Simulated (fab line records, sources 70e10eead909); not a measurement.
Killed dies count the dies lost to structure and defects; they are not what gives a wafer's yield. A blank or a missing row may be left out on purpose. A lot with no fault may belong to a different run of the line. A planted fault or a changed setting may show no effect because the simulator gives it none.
fab line records	flow nand-harc
record: lots: 12	wafers: 36	last-day: 33
route steps=1302 shown P_GATE@122 END@1302
lots untouched by any fault: they come from a run of this same line in which no faults occurred
start-h: hours from the record's opening day to when the first of the lot's shown wafers began	wait-h: hours elapsed since this lot's preceding step	" same as the row above	L1.1+2: several wafers, shown together as one row	- no value present, or no start provided	* or withheld: withheld	< > ~ a bound
route shown NAME@n: names a module that has steps shown in the file, with the first one's number in the route	usual: the fault-free wafers' mean and standard deviation	same: alike in all rows	chamber/n: place in a boat	sites: per-site readings	_std_site: standard deviation across them	_edge_site: inner sites' mean taken away from outer sites' mean	radius-mm: how far each site lies from the wafer's centre	mask NAME#n: copy n	behind: the tool/chamber that last shaped the wafer	hold: cause of the lot's hold/its duration in hours/its outcome	device: names the non-switching transistor (n, p or np)	end of line: the route-end tests of the same wafers	a step without rows: its recipe alone	killed: at the first sort, the dies lost to defects and structure; wafer yield is something else	map: shows each die of a wafer: x if killed, . if not, _ if none is there
set.NAME: the setting the step ran with; set.NAME@STEP: the setting that earlier step ran with	model.NAME: the simulator's own value behind a step, which no gauge read
steps of the route over a sample of lots; a table a step, a row a wafer
services: a tool's chamber out of use, with start hour (start-h, from the record's first day; less than 0 if before it), hours out, and reason
== steps ==
step: NHARC_P_GATE_CD_MEAS_11
recipe: target-cd-nm: 1640	landing-energy-ev: 500
usual: cd-nm: 1640.7/1.9
lot.wafer	tool	chamber	start-h	wait-h	cd-nm
L621.1	cd-sem-02	0	91.77	-	1641.4
L621.2	"	0	"	"	1639.5
L621.3	"	0	"	"	1639.3
L622.2	cd-sem-03	0	106.18	-	1640.8
L622.4	"	0	"	"	1641.1
L622.6	"	0	"	"	1641.9
L625.3	cd-sem-01	0	119.50	-	1642.3
L625.4	"	0	"	"	1642.3
L625.6	"	0	"	"	1639.9
L626.1	cd-sem-01	0	134.66	-	1640.6
L626.4	"	0	"	"	1640.3
L626.5	"	0	"	"	1639.1
L628.2	cd-sem-02	0	153.22	-	1643.9
L628.3	"	0	"	"	1639.7
L628.5	"	0	"	"	1645.0
L632.3	cd-sem-01	0	188.88	-	1640.9
L632.4	"	0	"	"	1637.5
L632.6	"	0	"	"	1641.3
L639.1	cd-sem-02	0	262.16	-	1640.4
L639.2	"	0	"	"	1638.4
L639.4	"	0	"	"	1640.4
L640.1	cd-sem-03	0	268.62	-	1639.8
L640.3	"	0	"	"	1638.2
L640.5	"	0	"	"	1641.3
L641.2	cd-sem-01	0	281.66	-	1640.1
L641.4	"	0	"	"	1638.8
L641.6	"	0	"	"	1641.8
L642.2	cd-sem-01	0	289.49	-	1640.1
L642.4	"	0	"	"	1640.5
L642.5	"	0	"	"	1642.7
L643.4	cd-sem-03	0	303.91	-	1639.5
L643.5	"	0	"	"	1639.0
L643.6	"	0	"	"	1639.2
L644.2	cd-sem-02	0	311.36	-	1641.7
L644.3	"	0	"	"	1640.1
L644.4	"	0	"	"	1638.9
step: NHARC_P_GATE_HM_OPEN_105
recipe: target-depth-a: 3600	o2-flow-sccm: 400	cos-flow-sccm: 20	ar-flow-sccm: 0	rf-w: 500	bias-w: 300	chemistry: O2/COS
usual: drypump-motor-current-A: 5.7/0.44	oes-product-au: 0.998/0.011	rf-vpp-V: 467.3/2.7	showerhead-plenum-p-Torr: 3.13/0.12	throttle-valve-pct: 28.331/0.0089
lot.wafer	tool	chamber	start-h	wait-h	drypump-motor-current-A	oes-product-au	rf-hours-counter-h	rf-vpp-V	showerhead-plenum-p-Torr	throttle-valve-pct
L621.2	rie-diel-05	3	-	-	5.6	1.001	3	465.6	3.10	28.325
L621.1	"	0	"	"	5.5	0.997	3	468.4	3.08	28.322
L621.3	"	2	"	"	6.1	0.984	4	472.9	3.34	28.341
L622.2	rie-diel-10	0	-	-	5.5	0.991	2	463.8	2.94	28.334
L622.4	"	3	"	"	6.0	0.985	2	470.3	3.28	28.342
L622.6	"	0	"	"	5.5	0.977	-	464.4	2.94	28.333
L625.4	rie-diel-10	3	-	-	6.0	0.986	3	471.2	3.28	28.317
L625.3	"	2	"	"	5.5	0.998	3	470.9	3.28	28.330
L625.6	"	3	"	"	6.0	0.978	-	471.0	3.28	28.331
L626.1	rie-diel-04	0	-	-	6.0	1.016	8	465.4	3.09	28.336
L626.4	"	0	"	"	5.9	1.009	-	465.9	3.09	28.336
L626.5	"	2	"	"	6.3	0.993	-	471.4	3.25	28.330
L628.2	rie-diel-04	1	-	-	5.0	1.015	9	463.0	3.00	28.339
L628.3	"	2	"	"	6.4	0.993	9	468.1	3.25	28.331
L628.5	"	0	"	"	5.9	1.000	-	465.8	3.09	28.333
L632.4	rie-diel-04	1	-	-	4.9	0.997	1	463.9	2.99	28.341
L632.3	"	3	"	"	5.9	0.995	1	467.6	3.11	28.327
L632.6	"	2	"	"	6.4	0.994	-	469.5	3.25	28.329
L639.4	rie-diel-04	2	-	-	6.4	1.001	6	471.2	3.25	28.335
L639.1	"	0	"	"	5.9	1.023	5	466.5	3.09	28.325
L639.2	"	1	"	"	4.9	1.004	5	464.3	2.99	28.337
L640.1	rie-diel-10	0	-	-	5.5	0.988	0	463.4	2.94	28.335
L640.3	"	1	"	"	5.3	0.987	0	466.7	3.06	28.335
L640.5	"	0	"	"	5.5	0.976	-	463.5	2.94	28.340
L641.4	rie-diel-05	3	-	-	5.6	1.015	4	467.0	3.09	28.332
L641.2	"	0	"	"	5.5	1.010	3	464.9	3.07	28.333
L641.6	"	0	"	"	5.5	1.010	-	465.0	3.07	28.335
L642.2	rie-diel-05	0	-	-	5.5	1.003	4	466.7	3.07	28.321
L642.4	"	2	"	"	6.2	0.999	5	471.8	3.34	28.331
L642.5	"	1	"	"	6.6	1.004	-	468.7	3.19	28.347
L643.4	rie-diel-10	1	-	-	5.3	0.998	2	466.4	3.06	28.339
L643.5	"	3	"	"	6.0	0.991	-	469.9	3.28	28.340
L643.6	"	0	"	"	5.4	0.981	-	463.3	2.94	28.328
L644.3	rie-diel-04	3	-	-	5.9	0.998	10	466.4	3.11	28.349
L644.2	"	1	"	"	5.0	1.014	9	464.4	2.99	28.326
L644.4	"	2	"	"	6.4	1.000	10	469.8	3.25	28.330
step: NHARC_P_GATE_EXPOSE_43
recipe: na: 0.6	target-cd-nm: 720	dose-mj: 14.81	mask-id: P_NSD
same: na: 0.6
lot.wafer	tool	chamber	start-h	wait-h	mask
L621.1+2+3	krf-scanner-03	0	117.57	-	P_NSD#0
L622.2+4+6	krf-scanner-02	0	133.70	-	P_NSD#0
L625.3+4+6	krf-scanner-04	0	148.46	-	P_NSD#0
L626.1+4+5	krf-scanner-03	0	164.31	-	P_NSD#0
L628.2+3+5	krf-scanner-02	0	179.05	-	P_NSD#0
L632.3+4+6	krf-scanner-02	0	214.53	-	P_HVPW#0
L639.1+2+4	krf-scanner-04	0	291.86	-	P_NSD#0
L640.1+3+5	krf-scanner-02	0	298.84	-	P_NSD#0
L641.2+4+6	krf-scanner-04	0	310.29	-	P_NSD#0
L642.2+4+5	krf-scanner-04	0	317.29	-	P_NSD#0
L643.4+5+6	krf-scanner-02	0	330.09	-	P_NSD#0
L644.2+3+4	krf-scanner-03	0	337.17	-	P_NSD#0
step: NHARC_P_GATE_CD_MEAS_46
recipe: target-cd-nm: 720	landing-energy-ev: 500
usual: cd-nm: 719.7/1.7
lot.wafer	tool	chamber	start-h	wait-h	cd-nm
L621.1	cd-sem-01	0	117.73	-	719.4
L621.2	"	0	"	"	719.8
L621.3	"	0	"	"	717.6
L622.2	cd-sem-02	0	133.86	-	718.2
L622.4	"	0	"	"	720.9
L622.6	"	0	"	"	720.4
L625.3	cd-sem-02	0	148.61	-	718.9
L625.4	"	0	"	"	720.0
L625.6	"	0	"	"	721.0
L626.1	cd-sem-01	0	164.47	-	720.5
L626.4	"	0	"	"	720.6
L626.5	"	0	"	"	719.4
L628.2	cd-sem-02	0	179.20	-	715.3
L628.3	"	0	"	"	718.2
L628.5	"	0	"	"	717.1
L632.3	cd-sem-03	0	214.69	-	-
L632.4	"	0	"	"	-
L632.6	"	0	"	"	-
L639.1	cd-sem-03	0	292.02	-	720.9
L639.2	"	0	"	"	719.7
L639.4	"	0	"	"	721.2
L640.1	cd-sem-02	0	298.99	-	721.3
L640.3	"	0	"	"	721.8
L640.5	"	0	"	"	721.0
L641.2	cd-sem-01	0	310.44	-	722.6
L641.4	"	0	"	"	720.3
L641.6	"	0	"	"	721.4
L642.2	cd-sem-02	0	317.44	-	718.2
L642.4	"	0	"	"	718.4
L642.5	"	0	"	"	719.2
L643.4	cd-sem-02	0	330.24	-	717.4
L643.5	"	0	"	"	720.1
L643.6	"	0	"	"	718.1
L644.2	cd-sem-02	0	337.32	-	718.8
L644.3	"	0	"	"	719.0
L644.4	"	0	"	"	718.1
step: NHARC_P_GATE_DESCUM_48
recipe: time-s: 3	o2-flow-sccm: 200	ar-flow-sccm: 0	bias-power-w: 0	chemistry: O2
usual: drypump-motor-current-A: 5.7/0.42	oes-product-au: 0.998/0.0098	rf-vpp-V: 57.9/0.91	showerhead-plenum-p-Torr: 1.93/0.082	throttle-valve-pct: 11.311/0.0095
lot.wafer	tool	chamber	start-h	wait-h	drypump-motor-current-A	oes-product-au	rf-hours-counter-h	rf-vpp-V	showerhead-plenum-p-Torr	throttle-valve-pct
L621.2	rie-diel-05	2	117.89	-	6.1	0.991	4	61.0	2.06	11.291
L621.3	"	3	"	"	5.5	1.000	3	57.9	1.90	11.307
L621.1	"	0	"	"	5.5	1.001	4	56.5	1.88	11.324
L622.2	rie-diel-05	3	134.03	-	5.5	0.994	4	58.5	1.90	11.315
L622.4	"	2	"	"	6.1	0.996	5	57.7	2.06	11.302
L622.6	"	3	"	"	5.6	1.000	-	58.0	1.90	11.305
L625.4	rie-diel-05	2	148.76	-	6.1	0.994	6	57.5	2.06	11.318
L625.3	"	0	"	"	5.5	1.001	5	57.2	1.88	11.296
L625.6	"	3	"	"	5.6	0.993	-	57.4	1.90	11.318
L626.1	rie-diel-04	3	164.64	-	5.9	0.992	9	56.6	1.91	11.312
L626.4	"	0	"	"	5.9	0.996	9	57.9	1.89	11.300
L626.5	"	3	"	"	5.9	0.996	-	57.8	1.91	11.310
L628.2	rie-diel-05	0	179.40	-	5.5	0.989	6	58.0	1.88	11.317
L628.3	"	1	"	"	6.5	0.979	6	57.9	1.96	11.314
L628.5	"	1	"	"	6.6	0.991	-	58.2	1.96	11.321
L632.3	rie-diel-10	2	214.86	-	5.4	1.006	10	59.7	2.02	11.309
L632.4	"	3	"	"	6.0	0.990	9	58.0	2.02	11.299
L632.6	"	1	"	"	5.2	0.991	-	57.3	1.88	11.300
L639.2	rie-diel-10	2	292.18	-	5.4	1.009	0	58.6	2.02	11.312
L639.1	"	0	"	"	5.4	0.971	1	58.2	1.80	11.313
L639.4	"	1	"	"	5.3	0.991	0	57.7	1.88	11.313
L640.1	rie-diel-05	1	299.17	-	6.5	1.003	4	56.8	1.96	11.332
L640.3	"	2	"	"	6.1	0.997	5	57.1	2.05	11.322
L640.5	"	1	"	"	6.5	1.005	-	59.5	1.96	11.314
L641.2	rie-diel-04	3	310.60	-	5.9	0.998	8	58.9	1.90	11.311
L641.4	"	2	"	"	6.3	1.004	8	59.1	1.99	11.316
L641.6	"	3	"	"	5.9	0.996	-	57.2	1.90	11.305
L642.2	rie-diel-10	3	317.62	-	6.0	0.999	2	57.1	2.01	11.306
L642.4	"	0	"	"	5.4	0.987	2	57.5	1.79	11.293
L642.5	"	2	"	"	5.5	1.023	-	56.5	2.02	11.323
L643.4	rie-diel-04	0	330.43	-	5.9	1.004	9	57.2	1.89	11.310
L643.6	"	1	"	"	4.9	1.006	-	59.0	1.83	11.302
L643.5	"	2	"	"	6.3	0.996	-	57.4	1.99	11.319
L644.2	rie-diel-10	2	337.48	-	5.4	1.006	2	57.4	2.01	11.293
L644.3	"	3	"	"	6.0	1.000	3	57.7	2.01	11.324
L644.4	"	0	"	"	5.4	0.979	3	57.7	1.79	11.304
step: NHARC_END_SORT_01
recipe: temp-c: 25
usual: killed-at-array: 55/23	killed-at-other: 1.0/1.2	killed-at-periphery: 3.2/2.7	killed-dies: 59/23	killed-open: 3.1/1.6	killed-short: 2.2/1.5
same: gross-dies: 677
lot.wafer	tool	chamber	start-h	wait-h	killed-at-array	killed-at-other	killed-at-periphery	killed-dies	killed-open	killed-short
L621.1	prober-01	0	573.96	2.5	41	0	0	41	4	3
L621.2	prober-01	0	574.76	2.8	41	0	3	44	5	1
L621.3	prober-01	0	575.56	3.1	41	0	4	45	4	3
L622.2	prober-02	0	576.25	2.8	112	0	3	115	4	1
L622.4	prober-02	0	577.83	3.4	116	0	1	117	2	1
L622.6	prober-02	0	579.41	4.0	117	3	2	122	5	2
L625.3	prober-02	0	594.81	3.1	25	2	1	28	2	0
L625.4	prober-02	0	595.60	3.4	18	1	0	19	3	1
L625.6	prober-02	0	597.19	4.0	25	2	1	28	2	2
L626.1	prober-02	0	604.53	2.5	45	2	0	47	3	2
L626.4	prober-02	0	606.94	3.4	45	0	2	47	4	3
L626.5	prober-02	0	607.75	3.7	47	0	3	50	3	1
L628.2	prober-01	0	624.69	2.8	39	0	4	43	2	5
L628.3	prober-01	0	625.49	3.1	34	1	2	37	4	3
L628.5	prober-01	0	627.10	3.7	30	0	5	35	3	2
L632.3	prober-02	0	674.99	3.1	100	3	574	677	5	1
L632.4	prober-02	0	675.79	3.4	86	2	589	677	6	2
L632.6	prober-02	0	677.38	4.0	96	2	579	677	3	0
L641.2	prober-01	0	745.09	2.8	50	1	2	53	0	0
L641.4	prober-01	0	746.70	3.4	61	0	1	62	4	2
L641.6	prober-01	0	748.31	4.0	50	0	4	54	3	4
L640.1	prober-01	0	752.11	2.5	82	0	1	83	5	3
L640.3	prober-01	0	753.74	3.1	78	0	1	79	3	1
L640.5	prober-01	0	755.37	3.8	76	0	4	80	3	1
L639.1	prober-01	0	761.75	2.5	84	0	3	87	3	2
L639.2	prober-01	0	762.54	2.8	81	1	1	83	3	0
L639.4	prober-01	0	764.13	3.4	65	0	0	65	2	2
L642.2	prober-02	0	772.95	2.8	68	0	1	69	4	3
L642.4	prober-02	0	774.57	3.4	48	0	0	48	4	1
L642.5	prober-02	0	775.37	3.7	45	1	3	49	1	1
L644.2	prober-01	0	778.39	2.8	39	0	0	39	4	3
L644.3	prober-01	0	779.18	3.1	41	0	1	42	5	4
L644.4	prober-01	0	779.97	3.4	46	0	4	50	5	2
L643.4	prober-02	0	782.38	3.4	41	1	1	43	2	2
L643.5	prober-02	0	783.18	3.7	47	4	3	54	4	2
L643.6	prober-02	0	783.98	4.0	55	2	1	58	1	4
killed by level:class
L621.1 A_SLIT:chamber-film-flake=19 A_CHANNEL_HOLE_D2:chamber-film-flake=5 A_STAIRCASE:chamber-film-flake=4 A_CONTACT:chamber-film-flake=3 A_ONON_D1:geometric-particle:open=1 A_ONON_D1:geometric-particle:short=1 A_CHANNEL_FILL_D1:geometric-particle:open=1 A_ONON_D2:geometric-particle:short=1
L621.2 A_SLIT:chamber-film-flake=24 A_CHANNEL_HOLE_D2:chamber-film-flake=6 A_CONTACT:chamber-film-flake=3 P_CONTACT:geometric-particle:open=1 A_ONON_D1:geometric-particle:short=1 A_ONON_D1:geometric-particle:open=1 A_DECK1_JOINT:geometric-particle:open=1 A_ONON_D2:geometric-particle:open=1
L621.3 A_SLIT:chamber-film-flake=23 A_CHANNEL_HOLE_D2:chamber-film-flake=6 P_CONTACT:chamber-film-flake=3 A_CONTACT:chamber-film-flake=2 P_CONTACT:geometric-particle:open=1 A_ONON_D1:geometric-particle:short=1 A_CHANNEL_FILL_D1:geometric-particle:open=1 A_DECK1_JOINT:geometric-particle:short=1
L622.2 A_CHANNEL_HOLE_D1:chamber-film-flake=34 A_CHANNEL_HOLE_D2:chamber-film-flake=33 A_SLIT:chamber-film-flake=20 A_STAIRCASE:chamber-film-flake=8 A_CONTACT:chamber-film-flake=4 A_CHANNEL_FILL_D2:chamber-film-flake=3 P_STI:chamber-film-flake=2 A_SGD_CUT:chamber-film-flake=2
L622.4 A_CHANNEL_HOLE_D2:chamber-film-flake=37 A_CHANNEL_HOLE_D1:chamber-film-flake=33 A_SLIT:chamber-film-flake=24 A_STAIRCASE:chamber-film-flake=11 A_CONTACT:chamber-film-flake=3 A_CHANNEL_FILL_D2:chamber-film-flake=3 P_M1:geometric-particle:open=1 A_SGD_CUT:geometric-particle:open=1
L622.6 A_CHANNEL_HOLE_D1:chamber-film-flake=34 A_CHANNEL_HOLE_D2:chamber-film-flake=34 A_SLIT:chamber-film-flake=22 A_STAIRCASE:chamber-film-flake=12 A_CHANNEL_FILL_D2:chamber-film-flake=3 A_CONTACT:chamber-film-flake=3 THIN_TSV:chamber-film-flake=3 P_CONTACT:geometric-particle:open=1
L625.3 A_CHANNEL_HOLE_D2:chamber-film-flake=12 A_CHANNEL_HOLE_D1:chamber-film-flake=4 A_SGD_CUT:chamber-film-flake=3 A_WL_FILL:geometric-particle:open=2 A_STAIRCASE:chamber-film-flake=2 THIN_TSV:chamber-film-flake=2 P_M0:chamber-film-flake=1 A_CONTACT:chamber-film-flake=1
L625.4 A_CHANNEL_HOLE_D2:chamber-film-flake=8 A_CONTACT:chamber-film-flake=3 A_ONON_D2:geometric-particle:short=1 A_CHANNEL_FILL_D2:geometric-particle:open=1 A_WL_FILL:geometric-particle:open=1 A_CONTACT:geometric-particle:open=1 A_STAIRCASE:chamber-film-flake=1 A_SGD_CUT:chamber-film-flake=1
L625.6 A_CHANNEL_HOLE_D2:chamber-film-flake=8 A_SGD_CUT:chamber-film-flake=4 A_CHANNEL_HOLE_D1:chamber-film-flake=2 A_DECK1_JOINT:chamber-film-flake=2 THIN_TSV:chamber-film-flake=2 A_DECK1_JOINT:geometric-particle:open=1 A_DECK1_JOINT:geometric-particle:short=1 A_SGD_CUT:geometric-particle:open=1
L626.1 A_SLIT:chamber-film-flake=24 A_CHANNEL_HOLE_D2:chamber-film-flake=10 A_CHANNEL_HOLE_D1:chamber-film-flake=3 STARTING-WAFER:geometric-particle:open=2 A_M1:chamber-film-flake=2 A_SOURCE_PLATE:geometric-particle:short=1 A_CHANNEL_HOLE_D1:geometric-particle:short=1 A_WL_FILL:geometric-particle:open=1
L626.4 A_SLIT:chamber-film-flake=22 A_CHANNEL_HOLE_D1:chamber-film-flake=6 A_CHANNEL_HOLE_D2:chamber-film-flake=5 A_CONTACT:chamber-film-flake=3 A_CHANNEL_FILL_D2:geometric-particle:open=2 A_STAIRCASE:chamber-film-flake=2 P_CONTACT:geometric-particle:open=1 P_M0:geometric-particle:open=1
L626.5 A_SLIT:chamber-film-flake=27 A_CHANNEL_HOLE_D2:chamber-film-flake=11 A_CONTACT:chamber-film-flake=3 A_SOURCE_PLATE:geometric-particle:open=2 P_ZERO_WELL:chamber-film-flake=2 A_CHANNEL_HOLE_D1:chamber-film-flake=2 P_M2:geometric-particle:open=1 A_WL_FILL:geometric-particle:short=1
L628.2 A_CHANNEL_HOLE_D2:chamber-film-flake=18 A_WL_FILL:chamber-film-flake=6 A_CHANNEL_FILL_D1:chamber-film-flake=3 P_STI:chamber-film-flake=2 A_STAIRCASE:chamber-film-flake=2 P_CONTACT:geometric-particle:open=1 A_DECK1_JOINT:geometric-particle:short=1 A_ONON_D2:geometric-particle:short=1
L628.3 A_CHANNEL_HOLE_D2:chamber-film-flake=9 A_CHANNEL_HOLE_D1:chamber-film-flake=5 A_WL_FILL:chamber-film-flake=4 A_CONTACT:chamber-film-flake=3 P_STI:chamber-film-flake=2 A_CHANNEL_FILL_D1:chamber-film-flake=2 A_DECK1_JOINT:chamber-film-flake=2 A_SOURCE_PLATE:geometric-particle:short=1
L628.5 A_CHANNEL_HOLE_D2:chamber-film-flake=8 A_CHANNEL_HOLE_D1:chamber-film-flake=6 A_DECK1_JOINT:chamber-film-flake=4 A_CONTACT:chamber-film-flake=4 P_STI:chamber-film-flake=3 A_WL_FILL:chamber-film-flake=3 P_GATE:geometric-particle:open=1 P_M2:geometric-particle:short=1
L632.3 P_GATE:area-expose=571 A_CHANNEL_HOLE_D1:chamber-film-flake=32 A_SLIT:chamber-film-flake=29 A_CHANNEL_HOLE_D2:chamber-film-flake=18 A_CONTACT:chamber-film-flake=6 A_M0:chamber-film-flake=4 P_M0:geometric-particle:open=2 A_CHANNEL_FILL_D2:chamber-film-flake=2
L632.4 P_GATE:area-expose=587 A_CHANNEL_HOLE_D1:chamber-film-flake=27 A_SLIT:chamber-film-flake=26 A_CHANNEL_HOLE_D2:chamber-film-flake=19 A_M0:chamber-film-flake=4 A_ONON_D2:geometric-particle:short=2 A_WL_FILL:chamber-film-flake=2 P_GATE:geometric-particle:open=1
L632.6 P_GATE:area-expose=577 A_SLIT:chamber-film-flake=33 A_CHANNEL_HOLE_D1:chamber-film-flake=29 A_CHANNEL_HOLE_D2:chamber-film-flake=17 A_M0:chamber-film-flake=9 A_CONTACT:chamber-film-flake=3 A_CONTACT:geometric-particle:open=2 P_M0:geometric-particle:open=1
L641.2 A_SLIT:chamber-film-flake=26 A_CHANNEL_HOLE_D1:chamber-film-flake=9 A_STAIRCASE:chamber-film-flake=5 A_SGD_CUT:chamber-film-flake=3 A_WL_FILL:chamber-film-flake=3 A_DECK1_JOINT:chamber-film-flake=2 A_BONDPAD:chamber-film-flake=2 P_STI:chamber-film-flake=1
L641.4 A_SLIT:chamber-film-flake=28 A_CHANNEL_HOLE_D1:chamber-film-flake=18 A_BONDPAD:chamber-film-flake=3 A_CHANNEL_FILL_D2:geometric-particle:open=2 A_SGD_CUT:chamber-film-flake=2 P_CONTACT:geometric-particle:open=1 A_CHANNEL_FILL_D1:geometric-particle:short=1 A_DECK1_JOINT:geometric-particle:short=1
L641.6 A_SLIT:chamber-film-flake=27 A_CHANNEL_HOLE_D1:chamber-film-flake=12 P_M0:geometric-particle:open=2 A_CHANNEL_FILL_D2:geometric-particle:short=2 P_GATE:chamber-film-flake=2 A_SGD_CUT:chamber-film-flake=2 A_WL_FILL:chamber-film-flake=2 A_ONON_D2:geometric-particle:open=1
L640.1 A_CHANNEL_HOLE_D1:chamber-film-flake=29 A_CHANNEL_HOLE_D2:chamber-film-flake=23 A_CONTACT:chamber-film-flake=8 A_STAIRCASE:chamber-film-flake=7 A_SLIT:chamber-film-flake=4 A_DECK1_JOINT:geometric-particle:open=2 A_BONDPAD:chamber-film-flake=2 A_ONON_D1:geometric-particle:open=1
L640.3 A_CHANNEL_HOLE_D1:chamber-film-flake=26 A_CHANNEL_HOLE_D2:chamber-film-flake=24 A_STAIRCASE:chamber-film-flake=7 A_CONTACT:chamber-film-flake=6 A_SLIT:chamber-film-flake=6 A_CHANNEL_FILL_D2:chamber-film-flake=3 A_BONDPAD:chamber-film-flake=2 A_ONON_D1:geometric-particle:open=1
L640.5 A_CHANNEL_HOLE_D1:chamber-film-flake=34 A_CHANNEL_HOLE_D2:chamber-film-flake=21 A_STAIRCASE:chamber-film-flake=6 A_SLIT:chamber-film-flake=6 A_CONTACT:chamber-film-flake=4 A_DECK1_JOINT:chamber-film-flake=2 P_CONTACT:geometric-particle:open=1 P_M0:geometric-particle:open=1
L639.1 A_CHANNEL_HOLE_D1:chamber-film-flake=37 A_CHANNEL_HOLE_D2:chamber-film-flake=26 A_SLIT:chamber-film-flake=6 A_CONTACT:chamber-film-flake=6 A_STAIRCASE:chamber-film-flake=3 A_CHANNEL_FILL_D2:geometric-particle:open=2 P_CONTACT:geometric-particle:short=1 P_CONTACT:geometric-particle:open=1
L639.2 A_CHANNEL_HOLE_D1:chamber-film-flake=38 A_CHANNEL_HOLE_D2:chamber-film-flake=24 A_STAIRCASE:chamber-film-flake=5 A_CONTACT:chamber-film-flake=5 A_SLIT:chamber-film-flake=5 A_CHANNEL_FILL_D2:geometric-particle:open=2 A_M0:geometric-particle:open=1 P_GATE:chamber-film-flake=1
L639.4 A_CHANNEL_HOLE_D1:chamber-film-flake=29 A_CHANNEL_HOLE_D2:chamber-film-flake=15 A_SLIT:chamber-film-flake=6 A_STAIRCASE:chamber-film-flake=5 A_CONTACT:chamber-film-flake=3 A_CHANNEL_FILL_D1:chamber-film-flake=2 A_ONON_D1:geometric-particle:open=1 A_DECK1_JOINT:geometric-particle:short=1
L642.2 A_SLIT:chamber-film-flake=34 A_CONTACT:chamber-film-flake=13 A_STAIRCASE:chamber-film-flake=7 A_CHANNEL_HOLE_D2:chamber-film-flake=3 P_CONTACT:geometric-particle:open=1 A_ONON_D1:geometric-particle:short=1 A_CHANNEL_FILL_D1:geometric-particle:open=1 A_ONON_D2:geometric-particle:open=1
L642.4 A_SLIT:chamber-film-flake=25 A_STAIRCASE:chamber-film-flake=7 A_CONTACT:chamber-film-flake=7 A_M0:chamber-film-flake=2 A_ONON_D1:geometric-particle:open=1 A_CHANNEL_FILL_D2:geometric-particle:open=1 A_WL_FILL:geometric-particle:open=1 A_WL_FILL:geometric-particle:short=1
L642.5 A_SLIT:chamber-film-flake=29 A_CONTACT:chamber-film-flake=9 A_STAIRCASE:chamber-film-flake=5 P_M0:geometric-particle:short=1 P_M2:geometric-particle:open=1 P_GATE:chamber-film-flake=1 A_CHANNEL_HOLE_D2:chamber-film-flake=1 A_WL_FILL:chamber-film-flake=1
L644.2 A_CHANNEL_HOLE_D1:chamber-film-flake=16 A_SLIT:chamber-film-flake=8 A_CONTACT:chamber-film-flake=8 A_ONON_D2:geometric-particle:short=2 A_SOURCE_PLATE:geometric-particle:open=1 A_SOURCE_PLATE:geometric-particle:short=1 A_CHANNEL_FILL_D2:geometric-particle:open=1 A_WL_FILL:geometric-particle:open=1
L644.3 A_CHANNEL_HOLE_D1:chamber-film-flake=15 A_SLIT:chamber-film-flake=13 A_CONTACT:chamber-film-flake=3 A_ONON_D2:geometric-particle:short=2 P_M1:geometric-particle:open=1 A_ONON_D1:geometric-particle:open=1 A_DECK1_JOINT:geometric-particle:open=1 A_CHANNEL_FILL_D2:geometric-particle:short=1
L644.4 A_CHANNEL_HOLE_D1:chamber-film-flake=16 A_SLIT:chamber-film-flake=11 A_CONTACT:chamber-film-flake=6 A_CHANNEL_HOLE_D2:chamber-film-flake=3 A_CHANNEL_FILL_D2:chamber-film-flake=3 P_ZERO_WELL:chamber-film-flake=2 A_M0:geometric-particle:open=2 A_SGD_CUT:chamber-film-flake=2
L643.4 A_SLIT:chamber-film-flake=14 A_CHANNEL_HOLE_D2:chamber-film-flake=12 A_CONTACT:chamber-film-flake=4 A_STAIRCASE:chamber-film-flake=3 A_ZERO_WELL:chamber-film-flake=2 A_CHANNEL_FILL_D1:chamber-film-flake=2 A_ONON_D1:geometric-particle:open=1 A_ONON_D1:geometric-particle:short=1
L643.5 A_CHANNEL_HOLE_D2:chamber-film-flake=20 A_SLIT:chamber-film-flake=13 THIN_TSV:chamber-film-flake=4 A_STAIRCASE:chamber-film-flake=3 A_BLC:geometric-particle:open=2 A_CHANNEL_HOLE_D1:chamber-film-flake=2 A_CHANNEL_FILL_D1:chamber-film-flake=2 P_GATE:geometric-particle:short=1
L643.6 A_CHANNEL_HOLE_D2:chamber-film-flake=21 A_SLIT:chamber-film-flake=19 A_CHANNEL_HOLE_D1:chamber-film-flake=3 A_STAIRCASE:chamber-film-flake=3 A_CONTACT:chamber-film-flake=3 A_CHANNEL_FILL_D2:geometric-particle:short=2 A_ZERO_WELL:chamber-film-flake=2 THIN_TSV:chamber-film-flake=2
== services ==
tool	chamber	start-h	hours	kind
krf-scanner-02	-	88.90	1.4	repair
rie-diel-05	3	89.24	8.5	repair
krf-scanner-02	-	94.00	4.0	pm
rie-diel-05	1	97.72	17.3	repair
krf-scanner-04	-	121.51	2.1	repair
rie-diel-04	1	139.22	2.7	repair
rie-diel-04	1	147.59	6.8	repair
krf-scanner-04	-	149.23	8.2	repair
rie-diel-10	-	169.27	0.2	repair
rie-diel-04	-	177.95	9.0	pm
rie-diel-10	-	179.15	0.3	repair
krf-scanner-04	-	179.29	1.4	repair
krf-scanner-04	-	182.00	4.0	pm
krf-scanner-04	-	196.10	0.2	repair
krf-scanner-04	-	200.71	1.2	repair
rie-diel-04	1	203.98	4.9	repair
rie-diel-05	-	229.60	9.0	pm
rie-diel-10	0	236.19	6.3	repair
rie-diel-10	-	242.50	9.0	pm
rie-diel-10	2	258.04	8.0	repair
krf-scanner-02	-	266.00	4.0	pm
rie-diel-04	3	288.71	6.8	repair
rie-diel-05	2	309.38	6.5	repair
rie-diel-10	1	327.78	4.2	repair
== key ==
first-sign: step: NHARC_P_GATE_EXPOSE_43	reading: mask	direction: changed
effect: step: NHARC_P_GATE_CD_MEAS_46	reading: cd-nm	direction: missing
effect: step: NHARC_END_SORT_01	reading: killed-at-periphery	direction: up	sigmas: 99+	usual: 3.2	struck: 580.7
more-kills-born-at: NHARC_P_GATE_EXPOSE_43@krf-scanner-02: 1735
met-at NHARC_P_GATE_EXPOSE_43
struck-lots L632
later-rows-left-out L632.3,L632.4,L632.6
tester-left-out L632
not-acting-at NHARC_P_GATE_CD_MEAS_11,NHARC_P_GATE_HM_OPEN_105,NHARC_P_GATE_DESCUM_48
onset-between 179.05 214.53
fault: kind: wrong-mask	tool: any	chamber: -	onset-h: 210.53	steps: NHARC_P_GATE_EXPOSE_43	aux-copy: P_HVPW#0	scope: struck-lots-only
tester-left-out: of these lots the tester's yield and bins aren't shown, on N5 and GAA mostly nor the transistor test; their killed dies are dies lost to structure and defects alone, not to doping, threshold or leakage, so they don't give the yield
later-rows-left-out: the simulator's readings of these wafers behind a module that went badly wrong aren't trusted and aren't shown, but for the sort
